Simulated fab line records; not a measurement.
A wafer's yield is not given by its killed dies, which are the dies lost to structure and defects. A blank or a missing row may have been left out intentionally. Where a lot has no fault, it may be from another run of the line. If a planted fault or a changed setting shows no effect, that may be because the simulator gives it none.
fab line records | flow nandHarc | part 2 of 2: steps 16 to 26 of 26
record lots=5 | wafers=15 | lastDay=21
route steps=1159 shown A_STAIRCASE@610
lots that met no fault: from a run of the same line without faults
startH: start of the lot's first displayed wafer, in hours after the record's first day | waitH: hours from the lot's prior step to this one | " unchanged from the row above | L1.1+2: several wafers, shown together as one row | - no value, or no start was given | * or withheld: withheld | < > ~ a bound
route shown NAME@n: NAME is a module with steps in the file, n the number in the route of the first one | usual: mean and standard deviation over wafers with no fault | same: alike in all rows | chamber/n: place in a boat | sites: readings site by site | _std_site: the standard deviation of these | _edge_site: inner sites' mean taken away from outer sites' mean | radiusMm: for every site, how far away it sits from the centre of the wafer | mask NAME#n: copy n | behind: the most recent tool/chamber to have shaped the wafer | hold: why the lot was held/for how many hours/how that ended | device: whichever transistor did not switch (one of n, p or np) | end of line: at the end of the route, the tests of the same wafers | for a step that has no rows: nothing shown but its recipe | killed: the dies lost at the first sort to structure and to defects; this is not the yield of the wafer | map: a wafer's dies, x killed, . not, _ none there
set.NAME: the setting that was run; set.NAME@STEP: the one run at that earlier step | model.NAME: the simulator's own value behind a step, which no gauge read
lots at selected steps of the route; one table per step, one row per wafer
services: a tool's chamber out of use, with start hour (startH, from the record's first day; less than 0 if before it), hours out, and reason
## steps
# step NHARC_A_STAIRCASE_TRIM_233
# recipe timeS=211.2 | o2FlowSccm=500 | arFlowSccm=0 | biasW=0 | chemistry=O2
# usual drypumpMotorCurrentA=5.8/0.31 | o2FlowSccm=499.7/1.4 | oesProductAu=0.999/0.007 | rfVppV=58.0/0.93 | showerheadPlenumPTorr=3.56/0.13 | throttleValvePct=17.036/0.0094
lot.wafer | tool       | chamber | startH | waitH | drypumpMotorCurrentA | o2FlowSccm | oesProductAu | rfHoursCounterH | rfVppV | showerheadPlenumPTorr | throttleValvePct
L074.4    | rieDiel-05 | 1       | -      | -     | 5.9                  | 498.2      | 1.004        | 24              | 57.7   | 3.71                  | 17.035
L074.3    | "          | 3       | "      | "     | 6.3                  | 500.0      | 1.004        | 25              | 58.6   | 3.57                  | 17.037
L074.2    | "          | 0       | "      | "     | 6.1                  | 499.7      | 0.993        | 24              | 58.1   | 3.75                  | 17.039
L076.1    | rieDiel-13 | 1       | -      | -     | 6.3                  | 498.6      | 1.005        | 69              | 57.2   | 3.45                  | 17.042
L076.3    | "          | 3       | "      | "     | 6.3                  | 500.3      | 1.000        | 30              | 59.3   | 3.66                  | 17.042
L076.5    | "          | 0       | "      | "     | 5.9                  | 502.2      | 1.002        | -               | 56.4   | 3.28                  | 17.041
L080.3    | rieDiel-05 | 1       | -      | -     | 5.9                  | 496.5      | 1.004        | 40              | 59.4   | 3.71                  | 17.029
L080.4    | "          | 3       | "      | "     | 6.2                  | 499.8      | 0.995        | 45              | 57.8   | 3.56                  | 17.027
L080.1    | "          | 0       | "      | "     | 6.1                  | 498.8      | 1.002        | 42              | 59.5   | 3.74                  | 17.040
L082.2    | rieDiel-08 | 3       | -      | -     | 5.7                  | 499.2      | 1.000        | 56              | 58.3   | 3.44                  | 17.023
L082.5    | "          | 2       | "      | "     | 5.6                  | 499.2      | 1.004        | -               | 56.7   | 3.37                  | 17.037
L082.4    | "          | 3       | "      | "     | 5.7                  | 500.0      | 1.005        | -               | 58.9   | 3.44                  | 17.034
L081.4    | rieDiel-13 | 0       | -      | -     | 5.9                  | 498.9      | 0.998        | 4               | 59.8   | 3.81                  | 17.049
L081.2    | "          | 2       | "      | "     | 5.8                  | 502.5      | 1.013        | 4               | 57.1   | 3.56                  | 17.041
L081.3    | "          | 3       | "      | "     | 6.3                  | 500.8      | 1.008        | 3               | 58.6   | 3.65                  | 17.023
# step NHARC_A_STAIRCASE_ETCH_234
# recipe targetDepthA=1000 | timeS=40.5 | ionEnergyEv=400 | c4f8FlowSccm=20 | o2FlowSccm=10 | arFlowSccm=withheld | rfW=600 | biasW=1000 | chemistry=C4F8/O2
# usual oesProductAu=0.940/0.0095 | rfVppV=896/4.8
lot.wafer | tool       | chamber | startH | waitH | oesProductAu | rfHoursCounterH | rfVppV
L074.2    | rieDiel-05 | 1       | -      | -     | 0.936        | 24              | 903
L074.4    | "          | 2       | "      | "     | 0.937        | 25              | 897
L074.3    | "          | 3       | "      | "     | 0.957        | 25              | 898
L076.1    | rieDiel-13 | 1       | -      | -     | 0.930        | 69              | 892
L076.3    | "          | 2       | "      | "     | 0.938        | 67              | 897
L076.5    | "          | 1       | "      | "     | 0.934        | -               | 894
L080.4    | rieDiel-05 | 3       | -      | -     | 0.943        | 45              | 898
L080.1    | "          | 0       | "      | "     | 0.950        | 42              | 903
L080.3    | "          | 1       | "      | "     | 0.951        | 40              | 902
L082.2    | rieDiel-08 | 0       | -      | -     | 0.939        | 59              | 902
L082.4    | "          | 2       | "      | "     | 0.935        | -               | 890
L082.5    | "          | 3       | "      | "     | 0.940        | -               | 893
L081.4    | rieDiel-13 | 2       | -      | -     | 0.937        | 4               | 897
L081.3    | "          | 3       | "      | "     | 0.938        | 3               | 900
L081.2    | "          | 0       | "      | "     | 0.922        | 4               | 906
# step NHARC_A_STAIRCASE_TRIM_235
# recipe timeS=211.2 | o2FlowSccm=500 | arFlowSccm=0 | biasW=0 | chemistry=O2
# usual drypumpMotorCurrentA=5.8/0.31 | o2FlowSccm=500.2/1.5 | oesProductAu=0.998/0.0065 | rfVppV=57.9/0.88 | showerheadPlenumPTorr=3.55/0.13 | throttleValvePct=17.036/0.0083
lot.wafer | tool       | chamber | startH | waitH | drypumpMotorCurrentA | o2FlowSccm | oesProductAu | rfHoursCounterH | rfVppV | showerheadPlenumPTorr | throttleValvePct
L074.2    | rieDiel-05 | 1       | -      | -     | 5.9                  | 502.6      | 0.994        | 24              | 58.7   | 3.71                  | 17.024
L074.3    | "          | 2       | "      | "     | 5.6                  | 501.1      | 1.001        | 25              | 58.2   | 3.55                  | 17.043
L074.4    | "          | 0       | "      | "     | 6.1                  | 499.4      | 0.998        | 24              | 57.7   | 3.75                  | 17.030
L076.1    | rieDiel-13 | 2       | -      | -     | 5.8                  | 497.2      | 0.994        | 67              | 59.2   | 3.56                  | 17.049
L076.3    | "          | 3       | "      | "     | 6.3                  | 499.1      | 0.999        | 30              | 59.0   | 3.66                  | 17.024
L076.5    | "          | 1       | "      | "     | 6.3                  | 498.8      | 0.996        | -               | 56.9   | 3.44                  | 17.039
L080.4    | rieDiel-05 | 1       | -      | -     | 5.9                  | 500.1      | 1.004        | 40              | 57.9   | 3.71                  | 17.050
L080.3    | "          | 2       | "      | "     | 5.6                  | 501.2      | 1.003        | 44              | 57.0   | 3.54                  | 17.043
L080.1    | "          | 3       | "      | "     | 6.3                  | 500.6      | 0.994        | 45              | 57.9   | 3.56                  | 17.034
L082.2    | rieDiel-08 | 3       | -      | -     | 5.7                  | 500.9      | 1.004        | 57              | 58.3   | 3.44                  | 17.026
L082.4    | "          | 0       | "      | "     | 6.0                  | 501.3      | 0.990        | -               | 58.9   | 3.67                  | 17.043
L082.5    | "          | 3       | "      | "     | 5.7                  | 500.9      | 0.995        | -               | 59.2   | 3.44                  | 17.023
L081.3    | rieDiel-13 | 0       | -      | -     | 5.9                  | 497.0      | 1.000        | 4               | 57.6   | 3.81                  | 17.044
L081.4    | "          | 2       | "      | "     | 5.8                  | 501.7      | 1.006        | 4               | 58.6   | 3.56                  | 17.027
L081.2    | "          | 3       | "      | "     | 6.3                  | 501.4      | 1.004        | 3               | 58.9   | 3.65                  | 17.049
# step NHARC_A_STAIRCASE_ETCH_236
# recipe targetDepthA=1000 | timeS=40.5 | ionEnergyEv=400 | c4f8FlowSccm=20 | o2FlowSccm=10 | arFlowSccm=withheld | rfW=600 | biasW=1000 | chemistry=C4F8/O2
# usual oesProductAu=0.941/0.0084 | rfVppV=897/4.7
lot.wafer | tool       | chamber | startH | waitH | oesProductAu | rfHoursCounterH | rfVppV
L074.4    | rieDiel-05 | 1       | -      | -     | 0.941        | 24              | 902
L074.3    | "          | 2       | "      | "     | 0.952        | 25              | 895
L074.2    | "          | 3       | "      | "     | 0.947        | 25              | 898
L076.3    | rieDiel-13 | 2       | -      | -     | 0.937        | 67              | 897
L076.1    | "          | 1       | "      | "     | 0.932        | 69              | 892
L076.5    | "          | 3       | "      | "     | 0.935        | -               | 899
L080.3    | rieDiel-05 | 0       | -      | -     | 0.952        | 42              | 904
L080.4    | "          | 1       | "      | "     | 0.942        | 40              | 901
L080.1    | "          | 3       | "      | "     | 0.954        | 45              | 896
L082.2    | rieDiel-08 | 3       | -      | -     | 0.939        | 57              | 893
L082.5    | "          | 0       | "      | "     | 0.939        | -               | 900
L082.4    | "          | 2       | "      | "     | 0.950        | -               | 891
L081.4    | rieDiel-13 | 1       | -      | -     | 0.944        | 5               | 893
L081.3    | "          | 2       | "      | "     | 0.954        | 4               | 898
L081.2    | "          | 3       | "      | "     | 0.939        | 3               | 900
# step NHARC_A_STAIRCASE_STRIP_238
# recipe powerW=1500 | tempC=250 | chemistry=O2
# usual drypumpMotorCurrentA=5.8/0.5 | heaterPowerW=331/27
lot.wafer | tool           | chamber | startH | waitH | drypumpMotorCurrentA | heaterPowerW | rfHoursCounterH
L074.2    | plasmaAsher-01 | 0       | 238.43 | 0.1   | 5.4                  | 318          | 49
L074.4    | "              | 0       | "      | "     | 5.4                  | 309          | -
L074.3    | "              | 1       | "      | "     | 6.1                  | 355          | -
L076.1    | plasmaAsher-01 | 1       | 271.23 | 0.1   | 6.1                  | 344          | 58
L076.3    | "              | 1       | "      | "     | 6.1                  | 341          | -
L076.5    | "              | 1       | "      | "     | 6.1                  | 343          | -
L080.1    | plasmaAsher-02 | 0       | 294.74 | 0.1   | 5.2                  | 310          | 36
L080.3    | "              | 1       | "      | "     | 6.4                  | 350          | -
L080.4    | "              | 0       | "      | "     | 5.2                  | 297          | -
L082.2    | plasmaAsher-02 | 0       | 295.49 | 0.1   | 5.2                  | 307          | 36
L082.4    | "              | 0       | "      | "     | 5.2                  | 309          | -
L082.5    | "              | 0       | "      | "     | 5.2                  | 302          | -
L081.2    | plasmaAsher-02 | 1       | 296.22 | 0.1   | 6.4                  | 345          | 36
L081.4    | "              | 1       | "      | "     | 6.4                  | 356          | -
L081.3    | "              | 0       | "      | "     | 5.2                  | 310          | -
# step NHARC_A_STAIRCASE_STRIP_239
# recipe timeS=900 | tempC=130 | chemistry=SPM
# usual bathGuardTempC=129.9/0.57
lot.wafer | tool        | chamber | startH | waitH | bathGuardTempC
L074.2    | wetBench-07 | 6       | 238.78 | 0.3   | 130.2
L074.3    | "           | 0       | "      | "     | 129.3
L074.4    | "           | 2       | "      | "     | 129.5
L076.5    | wetBench-03 | 1       | 271.53 | 0.1   | 129.7
L076.1    | "           | 2       | "      | "     | 130.3
L076.3    | "           | 3       | "      | "     | 129.6
L080.4    | wetBench-07 | 0       | 295.04 | 0.2   | 129.5
L080.1    | "           | 3       | "      | "     | 130.3
L080.3    | "           | 5       | "      | "     | 130.4
L082.5    | wetBench-03 | 3       | 295.80 | 0.1   | 129.9
L082.4    | "           | 4       | "      | "     | 129.3
L082.2    | "           | 7       | "      | "     | 129.5
L081.3    | wetBench-07 | 6       | 296.60 | 0.2   | 130.2
L081.2    | "           | 0       | "      | "     | 129.5
L081.4    | "           | 2       | "      | "     | 129.2
# step NHARC_A_STAIRCASE_PRECLEAN_240
# recipe timeS=* | tempC=50 | bathAgeMin=0 | chemistry=SC1
# usual bathGuardTempC=49.9/0.55 | diwFlowMLMin=1415/3.9 | sc1H2o2EndMolL=0.3698/0.00065
lot.wafer | tool        | chamber | startH | waitH | bathGuardTempC | diwFlowMLMin | sc1H2o2EndMolL
L074.2    | wetBench-07 | 6       | -      | -     | 50.1           | 1415         | 0.3701
L074.3    | "           | 0       | "      | "     | 49.4           | 1421         | 0.3701
L074.4    | "           | 2       | "      | "     | 49.7           | 1414         | 0.3696
L076.5    | wetBench-03 | 1       | -      | -     | 50.2           | 1415         | 0.3692
L076.1    | "           | 2       | "      | "     | 50.3           | 1412         | 0.3699
L076.3    | "           | 3       | "      | "     | 49.8           | 1411         | 0.3692
L080.4    | wetBench-07 | 0       | -      | -     | 49.0           | 1421         | 0.3706
L080.1    | "           | 3       | "      | "     | 50.1           | 1421         | 0.3700
L080.3    | "           | 5       | "      | "     | 50.0           | 1411         | 0.3699
L082.5    | wetBench-03 | 3       | -      | -     | 49.7           | 1413         | 0.3695
L082.4    | "           | 4       | "      | "     | 49.3           | 1419         | 0.3698
L082.2    | "           | 7       | "      | "     | 49.2           | 1413         | 0.3694
L081.3    | wetBench-07 | 6       | -      | -     | 50.4           | 1414         | 0.3696
L081.2    | "           | 0       | "      | "     | 49.3           | 1413         | 0.3702
L081.4    | "           | 2       | "      | "     | 49.4           | 1412         | 0.3695
# step NHARC_A_STAIRCASE_SRD_241
lot.wafer  | tool        | chamber | startH | waitH
L074.2+3+4 | wetBench-07 | 6,0,2   | -      | -
L076.5+1+3 | wetBench-03 | 1,2,3   | -      | -
L080.4+1+3 | wetBench-07 | 0,3,5   | -      | -
L082.5+4+2 | wetBench-03 | 3,4,7   | -      | -
L081.3+2+4 | wetBench-07 | 6,0,2   | -      | -
# step NHARC_A_STAIRCASE_DEHYDRATE_242
# recipe tempC=150 | timeS=120
lot.wafer  | tool          | chamber | startH | waitH
L074.2+3+4 | lithoTrack-07 | 0       | 239.24 | -
L076.1+3+5 | lithoTrack-07 | 0       | 271.99 | -
L080.1+3+4 | lithoTrack-05 | 0       | 295.59 | -
L082.2+4+5 | lithoTrack-02 | 0       | 296.26 | -
L081.2+3+4 | lithoTrack-02 | 0       | 297.13 | -
# step NHARC_A_STAIRCASE_HMDS_243
# recipe timeS=30
lot.wafer  | tool          | chamber | startH | waitH
L074.2+3+4 | lithoTrack-07 | 0       | -      | -
L076.1+3+5 | lithoTrack-07 | 0       | -      | -
L080.1+3+4 | lithoTrack-05 | 0       | -      | -
L082.2+4+5 | lithoTrack-02 | 0       | -      | -
L081.2+3+4 | lithoTrack-02 | 0       | -      | -
# step NHARC_A_STAIRCASE_COAT_244
# recipe spinRpm=1200
lot.wafer  | tool          | chamber | startH | waitH
L074.2+3+4 | lithoTrack-07 | 0       | -      | -
L076.1+3+5 | lithoTrack-07 | 0       | -      | -
L080.1+3+4 | lithoTrack-05 | 0       | -      | -
L082.2+4+5 | lithoTrack-02 | 0       | -      | -
L081.2+3+4 | lithoTrack-02 | 0       | -      | -
## services
tool           | chamber | startH | hours | kind
rieDiel-13     | 1       | 219.31 | 4.5   | repair
rieDiel-08     | -       | 219.92 | 0.8   | repair
rieDiel-05     | 0       | 222.44 | -     | clean
rieDiel-05     | 1       | 222.44 | -     | clean
rieDiel-05     | 2       | 222.44 | -     | clean
rieDiel-05     | 3       | 222.44 | -     | clean
rieDiel-13     | 0       | 230.63 | -     | clean
rieDiel-13     | 1       | 230.63 | -     | clean
rieDiel-13     | 2       | 230.63 | -     | clean
rieDiel-13     | 3       | 230.63 | -     | clean
plasmaAsher-02 | -       | 232.42 | 1.0   | repair
lithoTrack-05  | -       | 237.00 | 7.0   | pm
rieDiel-05     | 0       | 246.94 | -     | clean
rieDiel-05     | 1       | 246.94 | -     | clean
rieDiel-05     | 2       | 246.94 | -     | clean
rieDiel-05     | 3       | 246.94 | -     | clean
rieDiel-13     | 0       | 255.16 | -     | clean
rieDiel-13     | 1       | 255.16 | -     | clean
rieDiel-13     | 3       | 261.93 | 3.9   | repair
rieDiel-05     | 1       | 263.63 | 6.6   | repair
wetBench-07    | -       | 272.00 | 8.0   | pm
wetBench-03    | -       | 274.24 | 7.9   | repair
plasmaAsher-01 | -       | 276.00 | 9.0   | pm
rieDiel-13     | -       | 276.14 | 9.0   | pm
